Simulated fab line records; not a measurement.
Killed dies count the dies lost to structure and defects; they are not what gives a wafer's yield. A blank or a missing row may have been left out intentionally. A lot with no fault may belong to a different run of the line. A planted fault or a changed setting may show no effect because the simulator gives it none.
Chamber matching :: flow nand_harc :: 4 sister chambers for NHARC_A_CHANNEL_FILL_D2_CMP_10 on cmp-04
The step polishes, target thk 150 nm. 8 wafers are shown with their chamber, then 8 later ones without.

== WAFERS, EACH WITH ITS CHAMBER ==
wafer: L081.3
chamber: 2
motor_current_A (A): 12.0
time_to_endpoint_s (s): 15.3

wafer: L082.1
chamber: 1
motor_current_A (A): 12.7
time_to_endpoint_s (s): 13.9

wafer: L082.2
chamber: 0
motor_current_A (A): 13.1
time_to_endpoint_s (s): 15.6

wafer: L082.3
chamber: 3
motor_current_A (A): 12.1
time_to_endpoint_s (s): 16.2

wafer: L087.1
chamber: 3
motor_current_A (A): 11.9
time_to_endpoint_s (s): 19.1

wafer: L087.2
chamber: 0
motor_current_A (A): 13.6
time_to_endpoint_s (s): 15.4

wafer: L087.4
chamber: 1
motor_current_A (A): 12.8
time_to_endpoint_s (s): 17.4

wafer: L089.1
chamber: 2
motor_current_A (A): 12.4
time_to_endpoint_s (s): 18.4

== WAFERS MISSING THEIR CHAMBER ==
wafer: L089.2
motor_current_A (A): 11.6
time_to_endpoint_s (s): 18.1

wafer: L089.6
motor_current_A (A): 12.7
time_to_endpoint_s (s): 17.0

wafer: L093.1
motor_current_A (A): 13.2
time_to_endpoint_s (s): 14.8

wafer: L093.3
motor_current_A (A): 11.8
time_to_endpoint_s (s): 19.2

wafer: L093.4
motor_current_A (A): 13.5
time_to_endpoint_s (s): 17.3

wafer: L096.1
motor_current_A (A): 11.6
time_to_endpoint_s (s): 17.1

wafer: L096.2
motor_current_A (A): 13.0
time_to_endpoint_s (s): 15.7

wafer: L096.5
motor_current_A (A): 14.1
time_to_endpoint_s (s): 17.1

== WHICH CHAMBER EACH WENT THROUGH ==
wafer: L089.2
from the rows above: can't be placed: 3 or 2
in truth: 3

wafer: L089.6
from the rows above: can't be placed: 1 or 2
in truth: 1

wafer: L093.1
from the rows above: can't be placed: 0 or 1
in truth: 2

wafer: L093.3
from the rows above: can't be placed: 3 or 2
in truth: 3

wafer: L093.4
from the rows above: 0
in truth: 0

wafer: L096.1
from the rows above: can't be placed: 3 or 2
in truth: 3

wafer: L096.2
from the rows above: can't be placed: 1 or 0
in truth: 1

wafer: L096.5
from the rows above: 0
in truth: 0
2 of 8 placed correctly. Can't be placed from these rows: 6 (the true chamber is among the candidates in 5). 0 placed wrongly.
How it was worked out, from the rows above alone: a wafer's distance from a chamber is the root of the sum, over the readings, of the square of ((its reading less the chamber's mean) divided by the reading's scatter). If the next closest chamber is less than 2 further off than the closest, the wafer can't be placed; otherwise it belongs to the closest. The mean given for a chamber averages the wafers shown for that chamber. The scatter: take each reading less its chamber's mean, square it, sum over the shown wafers, divide by the number of wafers less the number of chambers, and take the root.
